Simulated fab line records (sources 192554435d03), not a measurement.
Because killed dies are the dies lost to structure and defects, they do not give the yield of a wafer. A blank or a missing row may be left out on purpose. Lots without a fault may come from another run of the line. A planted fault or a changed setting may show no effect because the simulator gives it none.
Which tool did it? || flow n5_finfet || 12 lots (36 wafers sampled), 1 step of a 1938-step route

## WHAT THE GAUGES READ, wafer by wafer
N5_BEOL_M4_CD_MEAS_35: target cd 18 nm, target cd y 22.4 nm.
{"lot": "L076", "measured": "day 8 19:47", "on": "cd_sem-01", "cd_nm (nm)": "17.72 17.36 17.61"}
{"lot": "L077", "measured": "day 9 02:41", "on": "cd_sem-02", "cd_nm (nm)": "17.45 17.91 18.21"}
{"lot": "L079", "measured": "day 9 11:17", "on": "cd_sem-01", "cd_nm (nm)": "18.34 18.24 18.42"}
{"lot": "L081", "measured": "day 10 05:28", "on": "cd_sem-03", "cd_nm (nm)": "18.08 17.95 18.08"}
{"lot": "L082", "measured": "day 10 13:04", "on": "cd_sem-01", "cd_nm (nm)": "17.91 18.56 18.06"}
{"lot": "L086", "measured": "day 10 21:01", "on": "cd_sem-02", "cd_nm (nm)": "17.82 18.10 17.20"}
{"lot": "L085", "measured": "day 11 19:23", "on": "cd_sem-02", "cd_nm (nm)": "18.54 17.99 18.37"}
{"lot": "L089", "measured": "day 12 01:25", "on": "cd_sem-01", "cd_nm (nm)": "18.05 18.26 17.98"}
{"lot": "L091", "measured": "day 12 03:00", "on": "cd_sem-03", "cd_nm (nm)": "18.29 17.71 18.07"}
{"lot": "L094", "measured": "day 13 06:37", "on": "cd_sem-02", "cd_nm (nm)": "18.08 18.23 17.91"}
{"lot": "L095", "measured": "day 13 15:42", "on": "cd_sem-01", "cd_nm (nm)": "18.12 18.22 17.95"}
{"lot": "L096", "measured": "day 14 00:02", "on": "cd_sem-03", "cd_nm (nm)": "17.61 17.81 17.91"}

## WHICH TOOL RAN EACH LOT (tool, then ch and the chambers of the sampled wafers, then the start)
There is no process step in the record ahead of these readings.

## THE ANSWER, worked out from the rows above alone
Rule: what is usual is taken from the lots themselves. Put in order of their means at a reading, lots are off if they are a third of the lots or fewer, leave a main group of 4 or more, and stand apart from it by a gap of 3 or more times the standard deviation of the main group's means; of several such gaps the widest counts. Not used: any main group whose means are identical at the precision the tables above print for the reading. A lot without any number at a reading at which 4 lots or more have one is off too. Any other lot the step has rows for is counted as sound.
No lot is off on any of the readings shown, so nothing can be concluded from this.

## WHAT THE SIMULATOR HAD INSERTED
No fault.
